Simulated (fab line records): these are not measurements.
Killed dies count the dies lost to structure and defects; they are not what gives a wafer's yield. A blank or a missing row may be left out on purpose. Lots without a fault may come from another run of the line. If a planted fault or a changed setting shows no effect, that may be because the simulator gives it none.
Chamber matching	flow n5Finfet	3 sister chambers for N5_BEOL_M2_PRE_CLEAN_60 on cvdCo-02
The step time 15 s. 6 wafers are shown with their chamber, then 9 later ones without.

WAFERS, EACH WITH ITS CHAMBER
wafer	chamber	heaterPowerW (W)
L087.1	1	92
L087.2	0	100
L087.3	2	106
L087.4	2	105
L087.5	1	94
L087.6	0	102

WAFERS WITH NO CHAMBER GIVEN
wafer	heaterPowerW (W)
L089.1	101
L089.3	101
L089.4	94
L093.1	103
L093.4	104
L093.6	104
L095.3	94
L095.5	106
L095.6	92

WHICH CHAMBER EACH WENT THROUGH
wafer	from the rows above	in truth
L089.1	0	0
L089.3	0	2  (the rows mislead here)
L089.4	1	1
L093.1	can't be placed: 0 or 2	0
L093.4	can't be placed: 2 or 0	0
L093.6	can't be placed: 2 or 0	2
L095.3	1	1
L095.5	2	2
L095.6	1	1
Correctly placed: 5 of 9. Unplaceable from these rows: 3, with the true chamber sitting among the candidates in 3. Placed wrongly: 1.
How it was worked out, from the rows above alone: a wafer's distance from a chamber is the root of the sum, over the readings, of the square of ((its reading less the chamber's mean) divided by the reading's scatter). If the next closest chamber is less than 2 further off than the closest, the wafer can't be placed; otherwise it belongs to the closest. Each chamber's mean is taken over the wafers shown for it. The scatter: the root of (the sum of the squares of (reading less its chamber's mean) over the shown wafers, divided by (wafers less chambers)).
